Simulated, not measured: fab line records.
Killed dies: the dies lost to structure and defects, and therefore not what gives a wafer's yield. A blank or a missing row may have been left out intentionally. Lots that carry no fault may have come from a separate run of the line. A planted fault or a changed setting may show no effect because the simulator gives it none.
fab line records ; flow n5-finfet
record: lots: 5; wafers: 15; last-day: 15
route steps=1938 shown BEOL_M4@1038 PASSIVATION@1936
lots that met no fault: taken from a fault-free run of the same line
start-h: hours from the record's first day to the start of the lot's first wafer shown ; wait-h: hours since the lot's step before ; " unchanged from the row above ; L1.1+2: several wafers, shown together as one row ; - no value, or no start given ; * or withheld: withheld ; < > ~ a bound
route shown NAME@n: NAME is a module with steps in the file, n the number in the route of the first one ; usual: mean and standard deviation over wafers with no fault ; same: alike in all rows ; chamber/n: place in a boat ; sites: readings site by site ; _std_site: how widely they spread, as a standard deviation ; _edge_site: outer sites' mean less inner sites' ; radius-mm: how far each site lies from the wafer's centre ; mask NAME#n: copy n ; behind: tool/chamber where the wafer was last shaped ; hold: the reason the lot was held/the length of the hold in hours/how it ended ; device: the n, p or np transistor that did not switch ; end of line: at the end of the route, the tests of the same wafers ; for a step that has no rows: nothing shown but its recipe ; killed: not the wafer's yield, but the dies lost to structure and defects at the first sort ; map: a wafer's dies, x killed, . not, _ none there
set.NAME: the run value of the setting; set.NAME@STEP: its run value at that earlier step ; model.NAME: the simulator's own value behind a step, which no gauge read
certain route steps with their lots: each step a table, each wafer a row
services: the hour from which a tool's chamber was out of use, counted from the record's first day as start-h (under 0 if before that day), plus the number of hours and why
== steps ==
step: N5_BEOL_M4_ETCH_74
recipe: chemistry: N2/H2; target: underlayer; target-depth-a: 65; mask-material: CAR-EUV; time-s: 5.2; ion-energy-ev: 200; pressure-mtorr: 30; source-w: 840; bias-w: 150; n2-flow-sccm: 200; h2-flow-sccm: 200; ends: cleared
step: N5_BEOL_M4_ETCH_63
recipe: chemistry: CF4; target: SiARC; target-depth-a: 156; mask-material: CAR-EUV; time-s: 26; ion-energy-ev: 80; pressure-mtorr: 40; source-w: 545; bias-w: 36; Ar_flow_sccm: 100; cf4-flow-sccm: 100; ends: cleared
step: N5_BEOL_M4_ETCH_64
recipe: chemistry: N2/H2; target: SOC; target-depth-a: 750; overetch-a: 225; mask-material: SiARC; temp-c: 40; time-s: 121.9; ion-energy-ev: 200; pressure-mtorr: 30; source-w: 840; bias-w: 150; n2-flow-sccm: 200; h2-flow-sccm: 200
step: N5_BEOL_M4_STRIP_65
recipe: chemistry: N2/H2; temp-c: 40; n2-flow-sccm: 200; h2-flow-sccm: 200; rf-frequency-hz: 6e+07
step: N5_BEOL_M4_STRIP_75
recipe: chemistry: N2/H2; temp-c: 40; n2-flow-sccm: 200; h2-flow-sccm: 200; rf-frequency-hz: 6e+07
step: N5_BEOL_M4_STRIP_66
recipe: chemistry: CF4; resist: SiARC; power-w: 300; bias-power-w: 75; pressure-mtorr: 50; cf4-flow-sccm: 150; rf-frequency-hz: 6e+07
step: N5_BEOL_M4_HM_OPEN_17
recipe: chemistry: Cl2/BCl3; target-depth-a: 200; overetch-a: 60; target: TiN; mask-material: SOC; ion-energy-ev: 150; pressure-mtorr: 10; icp-w: 1000; bias-w: 126; Cl2_flow_sccm: 53.25; bcl3-flow-sccm: 21.75; Ar_flow_sccm: 25
step: N5_BEOL_M4_STRIP_19
recipe: chemistry: O2; power-w: 400; temp-c: 40; pressure-mtorr: 30; rf-frequency-hz: 6e+07; bias-power-w: 0; overash-fraction: 0.2; o2-flow-sccm: 225
step: N5_BEOL_M4_COAT_67
recipe: resist: SOC; temp-c: 250; time-s: 60; spin-rpm: 1500; resist-thk-nm: 60
step: N5_BEOL_M4_COAT_68
recipe: resist: SiARC; temp-c: 220; time-s: 60; spin-rpm: 1500; resist-thk-nm: 12
step: N5_BEOL_M4_COAT_76
recipe: resist: underlayer; temp-c: 205; time-s: 60; spin-rpm: 1500; resist-thk-nm: 5
step: N5_BEOL_M4_COAT_22
recipe: resist: CAR-EUV; spin-rpm: 1500; resist-thk-nm: 30
usual: spin-speed-rpm: 1500.0/0.9
lot.wafer;tool;chamber;start-h;wait-h;spin-speed-rpm;model.CAR-EUV_of_BEOL_M4_COAT_22.thk-nm
L115.2;litho-track-01;0;217.97;-;1501.0;30.2
L115.4;litho-track-01;0;217.97;-;1500.2;30
L115.5;litho-track-01;0;217.97;-;1499.6;30.2
L117.1;litho-track-01;0;232.42;-;1629.1;28.8
L117.2;litho-track-01;0;232.42;-;1626.6;28.8
L117.4;litho-track-01;0;232.42;-;1628.1;28.8
L119.1;litho-track-01;0;239.42;-;1628.4;28.8
L119.5;litho-track-01;0;239.42;-;1629.2;28.8
L119.6;litho-track-01;0;239.42;-;1628.8;28.8
L120.1;litho-track-05;0;244.68;-;1501.3;29.8
L120.5;litho-track-05;0;244.68;-;1499.9;29.8
L120.6;litho-track-05;0;244.68;-;1498.0;29.8
L118.2;litho-track-01;0;246.95;-;1630.2;28.8
L118.4;litho-track-01;0;246.95;-;1629.3;28.6
L118.6;litho-track-01;0;246.95;-;1630.7;28.6
step: N5_BEOL_M4_EBR_24
recipe: solvent: PGMEA; ebr-width-mm: 1.5
step: N5_BEOL_M4_SOFTBAKE_23
recipe: temp-c: 110; time-s: 60; resist: CAR-EUV
step: N5_BEOL_M4_EXPOSE_25
recipe: mask-id: V3; na: 0.33; source-shape: quasar; sigma-inner: 0.2; sigma-outer: 0.8; polarization: unpolarized; defocus-nm: 5; dose-mj: 63
step: N5_BEOL_M4_PEB_26
recipe: peb-temp-c: 100; peb-time-s: 60; resist: CAR-EUV
step: N5_BEOL_M4_DEVELOP_27
recipe: develop-time-s: 30; developer: TMAH; resist: CAR-EUV; rinse-liquid: surfactant-rinse; dry: air-spin; dev-temp-c: 23
step: N5_BEOL_M4_DESCUM_33
recipe: chemistry: O2; time-s: 7; source-power-w: 50; bias-power-w: 20; pressure-mtorr: 20; rf-frequency-hz: 2.712e+07; temp-c: 40; resist: CAR-EUV; o2-flow-sccm: 225
step: N5_BEOL_M4_ETCH_77
recipe: chemistry: N2/H2; target: underlayer; target-depth-a: 65; mask-material: CAR-EUV; time-s: 5.2; ion-energy-ev: 200; pressure-mtorr: 30; source-w: 840; bias-w: 150; n2-flow-sccm: 200; h2-flow-sccm: 200; ends: cleared
step: N5_BEOL_M4_ETCH_69
recipe: chemistry: CF4; target: SiARC; target-depth-a: 156; mask-material: CAR-EUV; time-s: 26; ion-energy-ev: 80; pressure-mtorr: 40; source-w: 545; bias-w: 36; Ar_flow_sccm: 100; cf4-flow-sccm: 100; ends: cleared
step: N5_BEOL_M4_ALD_98
recipe: material: SiO2; target-thk-a: 25; temp-c: 100; ald-precursor-family: BDEAS; ald-co-reactant: O2-plasma; pulse-time-s: 1; co-reactant-pulse-time-s: 1; purge-time-s: 2; co-reactant-purge-time-s: 2; ald-cycles: 17; pressure-torr: 2
step: N5_BEOL_M4_ETCHBACK_99
recipe: chemistry: CHF3; target: SiO2; target-depth-a: 50; time-s: 10.4; source-w: 215; bias-w: 47; Ar_flow_sccm: 200; CHF3_flow_sccm: 12; ion-energy-ev: 100; pressure-mtorr: 30
usual: drypump-motor-current-A: 5.8/0.47; oes-product-au: 0.78/0.092; rf-vpp-V: 241/3.3; showerhead-plenum-p-Torr: 2.20/0.044; throttle-valve-pct: 17.02/0.17
lot.wafer;tool;chamber;start-h;wait-h;drypump-motor-current-A;oes-product-au;rf-hours-counter-h;rf-vpp-V;showerhead-plenum-p-Torr;throttle-valve-pct;model.CAR-EUV_of_BEOL_M4_COAT_22.thk-nm
L115.2;rie-diel-01;1;222.78;4.2;5.7;0.76;126;240;2.24;16.95;10.6
L115.4;rie-diel-01;0;222.78;4.2;6.4;0.72;200;241;2.24;17.07;10.6
L115.5;rie-diel-01;1;222.78;4.2;5.7;0.76;-;240;2.24;16.95;10.6
L117.1;rie-diel-05;0;233.74;0.1;6.5;0.70;221;240;2.22;16.94;9.2
L117.2;rie-diel-05;2;233.74;0.1;5.9;0.94;7;242;2.19;16.86;9.2
L117.4;rie-diel-05;1;233.74;0.1;5.1;0.74;-;233;2.12;16.64;9.2
L119.1;rie-diel-03;1;241.56;1.3;5.3;0.83;60;241;2.20;17.09;9.2
L119.5;rie-diel-03;2;241.56;1.3;5.3;0.67;-;244;2.23;17.08;9.2
L119.6;rie-diel-03;1;241.56;1.3;5.4;0.83;-;239;2.20;17.10;9.2
L120.1;rie-diel-05;0;245.50;0.1;6.4;0.70;225;240;2.22;16.94;10.2
L120.5;rie-diel-05;3;245.50;0.1;5.7;0.98;-;245;2.12;17.06;10.2
L120.6;rie-diel-05;2;245.50;0.1;5.9;0.92;-;240;2.19;16.86;10.2
L118.2;rie-diel-03;3;248.60;0.9;5.3;0.67;221;240;2.21;17.14;9.2
L118.4;rie-diel-03;1;248.60;0.9;5.3;0.83;62;240;2.20;17.11;9
L118.6;rie-diel-03;2;248.60;0.9;5.3;0.67;-;244;2.23;17.07;9.2
step: N5_BEOL_M4_ETCH_70
recipe: chemistry: N2/H2; target: SOC; target-depth-a: 800; overetch-a: 240; mask-material: SiARC; temp-c: 40; time-s: 130; ion-energy-ev: 200; pressure-mtorr: 30; source-w: 840; bias-w: 150; n2-flow-sccm: 200; h2-flow-sccm: 200
step: N5_BEOL_M4_RC_MEAS_101
usual: DIBL_N: 37.0/1.7; DIBL_P: 36.7/2; IOFF_N: 0.17/0.035; IOFF_P: 0.22/0.035; ION_N: 672/12; ION_P: 461/7.5; SS_N: 71.6/0.67; SS_P: 73.4/0.64; VT_N: 250/3.5; VT_P: -250/3.5
lot.wafer;tool;chamber;start-h;wait-h;DIBL_N[mV/V];DIBL_P[mV/V];IOFF_N[nA/um];IOFF_P[nA/um];ION_N[uA/um];ION_P[uA/um];SS_N[mV/dec];SS_P[mV/dec];VT_N[mV];VT_P[mV]
L115.2;prober-02;0;227.12;0.2;34.6;34.7;0.13;0.17;674;457;70.9;72.6;254;-256
L115.4;prober-02;0;227.12;0.2;35.8;36.6;0.15;0.20;667;457;71.6;73.4;254;-252
L115.5;prober-02;0;227.12;0.2;37.8;39.5;0.19;0.24;686;469;71.2;74.7;252;-250
L117.1;prober-01;0;239.25;0.0;36.6;35.5;0.14;0.22;666;468;70.9;73.6;252;-247
L117.2;prober-01;0;239.25;0.0;37.4;36.2;0.15;0.22;674;466;71.3;73.0;253;-249
L117.4;prober-01;0;239.25;0.0;37.5;36.1;0.15;0.22;670;459;71.0;72.8;251;-250
L119.1;prober-02;0;247.50;0.0;36.1;37.4;0.15;0.22;665;455;71.6;74.4;250;-248
L119.5;prober-02;0;247.50;0.0;33.6;34.1;0.11;0.17;648;457;70.6;72.9;255;-254
L119.6;prober-02;0;247.50;0.0;37.5;38.2;0.17;0.25;670;458;71.2;73.5;250;-247
L120.1;prober-02;0;249.90;0.0;36.6;37.1;0.16;0.24;677;475;71.6;73.8;249;-249
L120.5;prober-02;0;249.90;0.0;36.8;37.0;0.16;0.22;665;460;71.4;73.8;251;-250
L120.6;prober-02;0;249.90;0.0;34.7;34.8;0.13;0.20;663;466;71.3;72.8;252;-250
L118.2;prober-01;0;253.25;0.2;34.9;33.9;0.12;0.17;665;459;71.4;73.0;254;-256
L118.4;prober-01;0;253.25;0.2;35.9;34.7;0.14;0.18;658;450;71.4;72.9;252;-253
L118.6;prober-01;0;253.25;0.2;34.6;33.4;0.12;0.16;652;447;70.9;73.1;254;-257
step: N5_PASSIVATION_PROBE_49
usual: defect-limited-yield: 91.1/1.3; killed_at_M0_to_M3: 35/11; killed_at_M4_up: 13/5.4; killed-at-contacts: 14/6.5; killed-at-front-end: 41/11; killed-at-other: 4/3.1; killed-dies: 106/15; killed-open: 69/12; killed-short: 35/7; sort_bin_5_function: 5.2/0.86; sort_bin_6_memory: 3.4/0.64; sort-n-pass: 1074/15; sort-yield-pct: 91.0/1.3
same: gross-dies: 1180; killed-at-back-side: 0; sort_bin_4_leakage[%]: 0; sort_bin_8_speed[%]: 0
lot.wafer;tool;chamber;start-h;wait-h;defect-limited-yield[%];killed_at_M0_to_M3;killed_at_M4_up;killed-at-contacts;killed-at-front-end;killed-at-other;killed-dies;killed-open;killed-short;sort_bin_5_function[%];sort_bin_6_memory[%];sort-n-pass;sort-yield-pct[%]
L117.2;prober-02;-;336.48;0.1;91.8;27;10;13;35;12;97;58;36;5.3;2.5;1083;91.8
L119.5;prober-02;-;337.55;0.2;92.7;18;9;33;25;1;86;62;23;4.5;2.5;1094;92.7
L119.6;prober-02;-;337.60;0.3;89.2;46;23;21;30;8;128;85;39;5.8;4.6;1052;89.2
L118.4;prober-01;-;352.80;0.2;90.9;23;15;11;55;3;107;71;33;5.6;3.2;1073;90.9
L118.6;prober-01;-;352.90;0.3;90.3;20;14;21;56;3;114;81;31;6.5;2.6;1066;90.3
killed by level:class
L117.2 MOL_CONTACT_COAG:geometric-particle:open=11 BEOL_M2:geometric-particle:open=10 STI_FIN_REVEAL:geometric-particle:open=7 GATE_CUT:geometric-particle:short=6 MIM_TOP:geometric-particle:short=5 FIN_SAQP:geometric-particle:open=4 STI_FIN_REVEAL:geometric-particle:short=4 BEOL_M0_SAQP:geometric-particle:short=4
L119.5 MOL_CONTACT_COAG:geometric-particle:open=26 STI_FIN_REVEAL:geometric-particle:open=7 BEOL_M0_SAQP:geometric-particle:short=7 MOL_CONTACT_COAG:geometric-particle:short=6 FIN_SAQP:geometric-particle:open=5 DUMMY_GATE:geometric-particle:open=4 BEOL_M0_SAQP:geometric-particle:open=4 STARTING-WAFER:geometric-particle:short=4
L119.6 MOL_CONTACT_COAG:geometric-particle:open=18 BEOL_M3:geometric-particle:open=11 BEOL_M0_SAQP:geometric-particle:open=10 BEOL_M0_SAQP:geometric-particle:short=10 BEOL_M4:geometric-particle:open=9 FIN_SAQP:geometric-particle:short=6 STI_FIN_REVEAL:geometric-particle:open=6 BEOL_M7:geometric-particle:open=5
L118.4 FIN_SAQP:geometric-particle:short=16 FIN_SAQP:geometric-particle:open=14 MOL_CONTACT_COAG:geometric-particle:open=11 STI_FIN_REVEAL:geometric-particle:open=10 BEOL_M0_SAQP:geometric-particle:open=7 BEOL_M2:geometric-particle:open=7 BEOL_M0_SAQP:geometric-particle:short=4 DUMMY_GATE:geometric-particle:short=3
L118.6 STI_FIN_REVEAL:geometric-particle:open=21 MOL_CONTACT_COAG:geometric-particle:open=13 FIN_SAQP:geometric-particle:open=10 MOL_CONTACT_COAG:geometric-particle:short=8 FIN_SAQP:geometric-particle:short=7 BEOL_M2:geometric-particle:open=7 BEOL_M0:geometric-particle:open=5 DUMMY_GATE:geometric-particle:open=4
== services ==
tool;chamber;start-h;hours;kind
rie-diel-05;2;202.05;-;clean
rie-diel-05;2;202.05;-;consumable-replace:focus-ring
rie-diel-05;2;202.05;14.4;scheduled-down
rie-diel-05;2;202.05;14.4;vent-cycle
rie-diel-05;3;216.48;-;clean
rie-diel-05;3;216.48;-;consumable-replace:focus-ring
rie-diel-05;3;216.48;20.3;scheduled-down
rie-diel-05;3;216.48;20.3;vent-cycle
rie-diel-05;-;228.13;0.4;repair
rie-diel-01;3;235.05;61.9;repair
== key ==
first-sign: step: N5_BEOL_M4_COAT_22; reading: spin-speed-rpm; direction: up; sigmas: 99+; usual: *; struck: *
effect none on later readings
model-effect: step: N5_BEOL_M4_COAT_22; value: CAR-EUV_of_BEOL_M4_COAT_22.thk-nm; without: 29.96; struck: 28.76
model-effect: step: N5_BEOL_M4_ETCHBACK_99; value: CAR-EUV_of_BEOL_M4_COAT_22.thk-nm; without: 10.38; struck: 9.178
met-at N5_BEOL_M4_COAT_22
struck-wafers L117.1,L117.2,L117.4,L118.2,L118.4,L118.6,L119.1,L119.5,L119.6
onset-between 217.97 232.42
fault: kind: process-parameter-drift; tool: litho-track-01; chamber: -; onset-h: 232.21; steps: N5_BEOL_M4_COAT_22; channel: spin-rpm; offset: *; shape: step; end-h: 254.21; acts-in: *; stated: *
